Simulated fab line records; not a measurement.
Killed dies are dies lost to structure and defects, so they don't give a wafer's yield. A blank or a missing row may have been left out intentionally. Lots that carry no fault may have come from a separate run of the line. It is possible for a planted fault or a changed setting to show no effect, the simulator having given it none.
fab line records    flow n5-finfet
record: lots: 5  wafers: 15  last-day: 17
route steps=1938 shown BEOL_M3@999 BEOL_M4@1111 PASSIVATION@1936
lots that met no fault: from a run of the same line without faults
start-h: hours from the record's opening day to when the first of the lot's shown wafers began    wait-h: hours since the lot's step before    " same as the row above    L1.1+2: several wafers, shown together as one row    - value missing, or start not given    * or withheld: withheld    < > ~ a bound
route shown NAME@n: a module of which the file shows steps, and the number in the route of the first    usual: mean/standard deviation of fault-free wafers    same: alike in all rows    chamber/n: place in a boat    sites: readings site by site    _std_site: how widely they spread, as a standard deviation    _edge_site: inner sites' mean taken away from outer sites' mean    radius-mm: how far each site lies from the wafer's centre    mask NAME#n: copy n    behind: the most recent tool/chamber to have shaped the wafer    hold: why the lot went on hold/how many hours it stayed there/how the hold came to an end    device: whichever transistor did not switch (one of n, p or np)    end of line: tests run on the same wafers once the route is complete    for a step that has no rows: nothing shown but its recipe    killed: not the wafer's yield, but the dies lost to structure and defects at the first sort    map: dies across one wafer; x = killed, . = not, _ = none there
set.NAME: setting as actually run; set.NAME@STEP: the setting as run at that earlier step    model.NAME: the simulator's own value behind a step, which no gauge read
lots at some steps of the route; a table a step, a row a wafer
services: a tool's chamber out of use, with start hour (start-h, from the record's first day; less than 0 if before it), hours out, and reason
== steps ==
step: N5_BEOL_M3_ANNEAL_82
recipe: temp-c: 400  time-s: 240  ambient: vacuum
usual: heater-power-w: 832/62  susceptor-temp-C: 399.99/0.21
same: time-s: 240
lot.wafer  tool            chamber  start-h  wait-h  heater-power-w  susceptor-temp-C
L581.1     pvd-sputter-03  -        152.54   0.0     848             400.00
L581.4     "               -        "        "       801             399.89
L581.5     "               -        "        "       809             399.63
L586.3     pvd-sputter-02  -        178.93   0.0     744             399.89
L586.5     "               -        "        "       785             399.96
L586.6     "               -        "        "       825             400.23
L599.1     pvd-sputter-03  -        264.36   0.0     861             399.83
L599.3     "               -        "        "       789             399.89
L599.5     "               -        "        "       784             400.12
L600.1     pvd-sputter-03  -        267.83   0.0     781             400.10
L600.3     "               -        "        "       791             399.98
L600.4     "               -        "        "       881             399.96
L603.1     pvd-sputter-03  -        277.41   0.0     882             399.79
L603.5     "               -        "        "       802             400.14
L603.6     "               -        "        "       794             400.05
step: N5_BEOL_M3_SPUTTER_86
recipe: material: Cu  target-thk-a: 45  temp-c: -20  chamber-pressure-pa: 0.07  power-w: withheld  time-s: 8.29
usual: susceptor-temp-C: -19.98/0.1  throttle-valve-pct: 30.0/1.1
same: time-s: 8.29
lot.wafer  tool            chamber  start-h  wait-h  susceptor-temp-C  throttle-valve-pct
L581.1     pvd-sputter-03  -        152.68   0.1     -20.03            28.6
L581.4     "               -        "        "       -20.00            30.6
L581.5     "               -        "        "       -20.03            28.5
L586.3     pvd-sputter-02  -        179.07   0.1     -20.05            29.4
L586.5     "               -        "        "       -19.87            29.4
L586.6     "               -        "        "       -19.92            28.8
L599.1     pvd-sputter-03  -        264.50   0.1     -20.02            29.6
L599.3     "               -        "        "       -19.97            32.1
L599.5     "               -        "        "       -19.97            30.6
L600.1     pvd-sputter-03  -        267.97   0.1     -19.87            31.7
L600.3     "               -        "        "       -20.08            30.5
L600.4     "               -        "        "       -19.97            29.8
L603.1     pvd-sputter-03  -        277.55   0.1     -19.89            29.9
L603.5     "               -        "        "       -20.07            32.0
L603.6     "               -        "        "       -19.86            30.6
step: N5_BEOL_M3_ANNEAL_87
recipe: temp-c: 400  time-s: 240  ambient: vacuum
usual: heater-power-w: 831/62  susceptor-temp-C: 399.96/0.22
same: time-s: 240
lot.wafer  tool            chamber  start-h  wait-h  heater-power-w  susceptor-temp-C
L581.1     pvd-sputter-03  -        152.76   0.0     795             400.13
L581.4     "               -        "        "       773             399.70
L581.5     "               -        "        "       835             400.24
L586.3     pvd-sputter-02  -        179.15   0.0     784             399.95
L586.5     "               -        "        "       782             399.99
L586.6     "               -        "        "       812             399.90
L599.1     pvd-sputter-03  -        264.58   0.0     851             399.87
L599.3     "               -        "        "       786             400.03
L599.5     "               -        "        "       786             399.70
L600.1     pvd-sputter-03  -        268.05   0.0     821             399.69
L600.3     "               -        "        "       773             399.53
L600.4     "               -        "        "       895             400.10
L603.1     pvd-sputter-03  -        277.63   0.0     871             400.16
L603.5     "               -        "        "       795             399.59
L603.6     "               -        "        "       778             400.05
step: N5_BEOL_M3_SPUTTER_88
recipe: material: Cu  target-thk-a: 45  temp-c: -20  chamber-pressure-pa: 0.07  power-w: withheld  time-s: 8.29
usual: susceptor-temp-C: -19.98/0.11  throttle-valve-pct: 29.9/1.1
same: time-s: 8.29
lot.wafer  tool            chamber  start-h  wait-h  susceptor-temp-C  throttle-valve-pct
L581.1     pvd-sputter-03  -        152.90   0.1     -20.03            28.5
L581.4     "               -        "        "       -19.98            30.6
L581.5     "               -        "        "       -20.03            28.4
L586.3     pvd-sputter-02  -        179.29   0.1     -20.09            29.3
L586.5     "               -        "        "       -19.93            29.0
L586.6     "               -        "        "       -20.06            28.4
L599.1     pvd-sputter-03  -        264.72   0.1     -20.01            29.7
L599.3     "               -        "        "       -19.92            31.6
L599.5     "               -        "        "       -19.91            30.3
L600.1     pvd-sputter-03  -        268.19   0.1     -20.13            32.0
L600.3     "               -        "        "       -20.05            30.6
L600.4     "               -        "        "       -19.95            29.3
L603.1     pvd-sputter-03  -        277.77   0.1     -20.09            29.8
L603.5     "               -        "        "       -20.14            31.6
L603.6     "               -        "        "       -20.11            30.7
step: N5_BEOL_M3_ANNEAL_89
recipe: temp-c: 400  time-s: 240  ambient: vacuum
step: N5_BEOL_M3_SPUTTER_90
recipe: material: Cu  target-thk-a: 45  temp-c: -20  chamber-pressure-pa: 0.07  power-w: withheld  time-s: 8.29
usual: susceptor-temp-C: -20.00/0.1  throttle-valve-pct: 30.0/1.1
same: time-s: 8.29
lot.wafer  tool            chamber  start-h  wait-h  susceptor-temp-C  throttle-valve-pct
L581.1     pvd-sputter-03  -        153.12   0.1     -19.91            28.4
L581.4     "               -        "        "       -19.82            30.6
L581.5     "               -        "        "       -19.69            28.4
L586.3     pvd-sputter-02  -        179.51   0.1     -20.06            29.3
L586.5     "               -        "        "       -20.02            29.4
L586.6     "               -        "        "       -20.02            28.9
L599.1     pvd-sputter-03  -        264.94   0.1     -19.89            29.4
L599.3     "               -        "        "       -20.00            31.9
L599.5     "               -        "        "       -20.02            30.8
L600.1     pvd-sputter-03  -        268.41   0.1     -20.01            31.6
L600.3     "               -        "        "       -20.06            30.6
L600.4     "               -        "        "       -19.94            29.5
L603.1     pvd-sputter-03  -        277.99   0.1     -19.96            29.5
L603.5     "               -        "        "       -19.95            31.8
L603.6     "               -        "        "       -19.99            30.6
step: N5_BEOL_M3_ANNEAL_91
recipe: temp-c: 400  time-s: 240  ambient: vacuum
step: N5_BEOL_M3_SPUTTER_92
recipe: material: Cu  target-thk-a: 45  temp-c: -20  chamber-pressure-pa: 0.07  power-w: withheld  time-s: 8.29
step: N5_BEOL_M3_ANNEAL_93
recipe: temp-c: 400  time-s: 240  ambient: vacuum
step: N5_BEOL_M3_SPUTTER_94
recipe: material: Cu  target-thk-a: 45  temp-c: -20  chamber-pressure-pa: 0.07  power-w: withheld  time-s: 8.29
step: N5_BEOL_M3_ANNEAL_95
recipe: temp-c: 400  time-s: 240  ambient: vacuum
step: N5_BEOL_M3_SPUTTER_96
recipe: material: Cu  target-thk-a: 45  temp-c: -20  chamber-pressure-pa: 0.07  power-w: withheld  time-s: 8.29
step: N5_BEOL_M3_ECD_50
recipe: material: Cu  target-thk-a: 3000
lot.wafer  tool       chamber  start-h  wait-h  model.Cu_of_BEOL_M3_ECD_50.thk-nm
L581.1     ecd-cu-01  1        153.91   0.1     295.6
L581.4     "          1        "        "       298
L581.5     "          1        "        "       297.2
L586.3     ecd-cu-02  1        180.30   0.1     535.2
L586.5     "          1        "        "       302.8
L586.6     "          0        "        "       297.4
L599.1     ecd-cu-01  0        265.72   0.1     297.4
L599.3     "          0        "        "       304.2
L599.5     "          0        "        "       300.2
L600.1     ecd-cu-02  0        269.18   0.1     294.6
L600.3     "          1        "        "       297
L600.4     "          0        "        "       295.8
L603.1     ecd-cu-01  0        278.77   0.1     302.8
L603.5     "          1        "        "       305.8
L603.6     "          0        "        "       303.8
step: N5_BEOL_M3_ANNEAL_51
recipe: temp-c: 225  time-s: 90  ambient: N2
step: N5_BEOL_M3_CMP_52
recipe: stop-on: SiOC  t-overpolish-s: 6.8  down-force-psi: 1  platen-rpm: 50  clearing-platen-down-force-psi: 1.5  clearing-platen-rpm: 50  post-cmp-clean: cu-alkaline  target-thk-nm: 40  clearing-platen-pad-velocity-m-s: 0.99484  pad-velocity-m-s: 0.99484
usual: motor-current-A: 6.1/0.47  time-to-endpoint-s: 62.4/2.6
lot.wafer  tool    chamber  start-h  wait-h  motor-current-A  time-to-endpoint-s
L581.4     cmp-03  3        154.29   0.1     5.5              58.8
L581.1     "       1        "        "       6.5              61.8
L581.5     "       3        "        "       5.6              59.3
L586.3     cmp-03  0        180.73   0.2     6.0              113.0
L586.6     "       2        "        "       6.7              61.7
L586.5     "       3        "        "       5.7              62.6
L599.1     cmp-01  0        266.09   0.3     6.5              62.3
L599.3     "       2        "        "       5.3              58.4
L599.5     "       0        "        "       6.3              62.2
L600.1     cmp-01  0        269.56   0.3     6.3              62.1
L600.3     "       1        "        "       6.8              61.4
L600.4     "       2        "        "       5.2              54.3
L603.1     cmp-03  3        279.23   0.3     5.7              63.1
L603.5     "       1        "        "       6.4              63.2
L603.6     "       2        "        "       6.3              67.6
step: N5_BEOL_M3_THK_MEAS_53
recipe: thk-meas-gauge: xrf  reads: Cu_of_BEOL_M3_ECD_50
usual: M3_THK: 40.8/1.4
lot.wafer  tool           chamber  start-h  wait-h  M3_THK[nm]
L581.1     film-metro-02  -        154.59   -       38.6
L581.4     "              -        "        "       39.8
L581.5     "              -        "        "       40.1
L586.3     film-metro-02  -        180.95   -       39.0
L586.5     "              -        "        "       42.4
L586.6     "              -        "        "       40.5
L599.1     film-metro-02  -        266.39   -       41.9
L599.3     "              -        "        "       40.7
L599.5     "              -        "        "       41.8
L600.1     film-metro-02  -        269.85   -       42.2
L600.3     "              -        "        "       39.2
L600.4     "              -        "        "       39.9
L603.1     film-metro-01  -        279.46   0.2     40.6
L603.5     "              -        "        "       43.1
L603.6     "              -        "        "       43.2
step: N5_BEOL_M4_RC_MEAS_101
usual: DIBL_N: 36.0/1.7  DIBL_P: 36.0/2  IOFF_N: 0.156/0.028  IOFF_P: 0.21/0.04  ION_N: 673/12  ION_P: 463/8.3  SS_N: 71.4/0.6  SS_P: 73.3/0.66  VT_N: 250/3  VT_P: -250/3.8
lot.wafer  tool       chamber  start-h  wait-h  DIBL_N[mV/V]  DIBL_P[mV/V]  IOFF_N[nA/um]  IOFF_P[nA/um]  ION_N[uA/um]  ION_P[uA/um]  SS_N[mV/dec]  SS_P[mV/dec]  VT_N[mV]  VT_P[mV]
L581.1     prober-01  0        165.37   0.0     36.6          36.3          0.169          0.20           665           462           72.6          73.6          248       -251
L581.4     "          0        "        "       36.5          36.8          0.171          0.21           666           457           72.2          73.2          250       -249
L581.5     "          0        "        "       35.7          35.4          0.155          0.19           682           461           71.5          73.3          250       -250
L586.3     prober-01  0        190.76   0.3     37.4          38.2          0.173          0.26           684           472           71.7          74.2          247       -245
L586.5     "          0        "        "       35.7          35.0          0.137          0.20           668           456           70.9          72.8          252       -251
L586.6     "          0        "        "       35.6          34.9          0.127          0.19           654           456           72.3          72.7          252       -251
L599.1     prober-01  0        275.71   0.0     35.7          36.7          0.141          0.18           662           453           72.3          73.5          254       -254
L599.3     "          0        "        "       35.4          36.5          0.145          0.18           663           449           71.9          73.8          252       -253
L599.5     "          0        "        "       37.9          38.8          0.180          0.21           670           445           72.7          74.4          251       -254
L600.1     prober-02  0        289.46   0.0     36.7          36.6          0.148          0.21           660           449           70.5          74.0          249       -251
L600.3     "          0        "        "       35.5          36.0          0.147          0.20           680           464           70.5          73.3          249       -251
L600.4     "          0        "        "       34.5          33.5          0.130          0.17           662           452           70.3          72.1          253       -253
L603.1     prober-01  0        298.51   0.0     33.8          32.2          0.107          0.14           638           443           71.5          72.4          257       -259
L603.5     "          0        "        "       33.1          31.8          0.107          0.13           661           452           71.0          71.8          255       -258
L603.6     "          0        "        "       36.6          36.4          0.147          0.18           663           455           71.3          73.4          253       -255
step: N5_PASSIVATION_PROBE_49
usual: defect-limited-yield: 91.6/1.6  killed_at_M0_to_M3: 31/10  killed_at_M4_up: 14/6.3  killed-at-contacts: 12/6.1  killed-at-front-end: 39/12  killed-at-other: 3.7/2.8  killed-dies: 100/19  killed-on-rim: 13/4.2  killed-open: 66/14  killed-short: 33/8.1  sort_bin_5_function: 5.0/1.1  sort_bin_6_memory: 3.2/0.66  sort_bin_8_speed: 0.01/0.077  sort-n-pass: 1080/18  sort-yield-pct: 91.6/1.6
same: gross-dies: 1180  killed-at-back-side: 0  sort_bin_4_leakage[%]: 0
lot.wafer  tool       chamber  start-h  wait-h  defect-limited-yield[%]  killed_at_M0_to_M3  killed_at_M4_up  killed-at-contacts  killed-at-front-end  killed-at-other  killed-dies  killed-on-rim  killed-open  killed-short  sort_bin_5_function[%]  sort_bin_6_memory[%]  sort_bin_8_speed[%]  sort-n-pass  sort-yield-pct[%]
L581.1     prober-01  -        270.55   0.0     88.7                     44                  38               18                  33                   0                133          16             99           33            7.8                     3.2                   0                    1047         88.7
L581.4     prober-01  -        270.70   0.2     90.4                     43                  19               6                   41                   4                113          20             73           40            6.4                     2.7                   0                    1067         90.4
L581.5     prober-01  -        270.75   0.2     90.6                     37                  28               9                   32                   5                111          11             79           31            6.1                     3.1                   0                    1069         90.6
L586.3     prober-01  -        297.13   0.1     90.9                     40                  9                14                  38                   6                107          15             74           32            5.5                     3.0                   0                    1073         90.9
L599.1     prober-01  -        382.68   0.0     90.4                     27                  6                11                  66                   3                113          11             78           35            5.6                     3.7                   0                    1067         90.4
L599.3     prober-01  -        382.78   0.1     92.3                     30                  13               14                  32                   2                91           10             59           30            4.2                     3.1                   0                    1089         92.3
L599.5     prober-01  -        382.88   0.2     92.5                     29                  7                10                  38                   4                88           12             53           35            4.4                     2.5                   0                    1092         92.5
killed by level:class
L581.1 BEOL_M4:geometric-particle:open=23 MOL_CONTACT_COAG:geometric-particle:open=15 BEOL_M3:geometric-particle:open=15 STI_FIN_REVEAL:geometric-particle:open=9 FIN_SAQP:geometric-particle:open=7 FIN_SAQP:geometric-particle:short=7 BEOL_M0_SAQP:geometric-particle:open=6 BEOL_M5:geometric-particle:open=6
L581.4 FIN_SAQP:geometric-particle:open=13 BEOL_M1:geometric-particle:open=10 BEOL_M2:geometric-particle:open=9 FIN_SAQP:geometric-particle:short=8 BEOL_M0_SAQP:geometric-particle:short=8 BEOL_M4:geometric-particle:open=8 GATE_CUT:geometric-particle:short=7 BEOL_M3:geometric-particle:open=5
L581.5 BEOL_M3:geometric-particle:open=20 BEOL_M4:geometric-particle:open=19 FIN_SAQP:geometric-particle:open=7 MOL_CONTACT_COAG:geometric-particle:open=7 STI_FIN_REVEAL:geometric-particle:open=6 BEOL_M0_SAQP:geometric-particle:short=5 GATE_CUT:geometric-particle:open=4 BEOL_M1:geometric-particle:open=4
L586.3 MOL_CONTACT_COAG:geometric-particle:open=11 BEOL_M0_SAQP:geometric-particle:open=10 BEOL_M3:geometric-particle:open=10 BEOL_M0_SAQP:geometric-particle:short=8 STI_FIN_REVEAL:geometric-particle:open=7 FIN_SAQP:geometric-particle:open=5 BEOL_M1:geometric-particle:open=5 STARTING-WAFER:geometric-particle:short=5
L599.1 STI_FIN_REVEAL:geometric-particle:open=19 FIN_SAQP:geometric-particle:open=18 MOL_CONTACT_COAG:geometric-particle:open=9 BEOL_M0_SAQP:geometric-particle:short=9 STI_FIN_REVEAL:geometric-particle:short=6 BEOL_M3:geometric-particle:open=6 BEOL_M2:geometric-particle:open=5 GATE_CUT:geometric-particle:open=4
L599.3 MOL_CONTACT_COAG:geometric-particle:open=11 BEOL_M0_SAQP:geometric-particle:short=7 BEOL_M2:geometric-particle:open=6 BEOL_M4:geometric-particle:open=6 FIN_SAQP:geometric-particle:open=5 BEOL_M1:geometric-particle:open=5 BEOL_M3:geometric-particle:open=5 STARTING-WAFER:geometric-particle:short=5
L599.5 BEOL_M3:geometric-particle:open=12 FIN_SAQP:geometric-particle:short=8 FIN_SAQP:geometric-particle:open=6 MOL_CONTACT_COAG:geometric-particle:open=6 BEOL_M2:geometric-particle:open=6 STI_FIN_REVEAL:geometric-particle:open=5 DUMMY_GATE:geometric-particle:open=5 ILD0:geometric-particle:short=5
== services ==
tool       chamber  start-h  hours  kind
cmp-03     -        131.85   -      consumable-replace:conditioner
cmp-03     -        131.85   -      consumable-replace:pad
cmp-03     -        141.38   0.2    repair
ecd-cu-02  -        152.82   1.5    repair
ecd-cu-01  -        185.41   3.5    repair
cmp-03     -        219.00   2.2    repair
cmp-01     -        221.34   4.7    pm
ecd-cu-02  -        228.96   1.5    repair
== key ==
first-sign: step: N5_BEOL_M3_CMP_52  reading: time-to-endpoint-s  direction: up  sigmas: 19  usual: *  struck: *
effect none on later readings
model-effect: step: N5_BEOL_M3_ECD_50  value: Cu_of_BEOL_M3_ECD_50.thk-nm  without: 301.6  struck: 535.2
met-at N5_BEOL_M3_ECD_50
struck-wafers L586.3
fault: kind: process-parameter-drift  tool: ecd-cu-02  chamber: -  onset-h: 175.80  steps: N5_BEOL_M3_ECD_50  channel: target-thk-a  offset: *  shape: step  end-h: 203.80  scope: struck-wafers-only  acts-in: *  stated: *
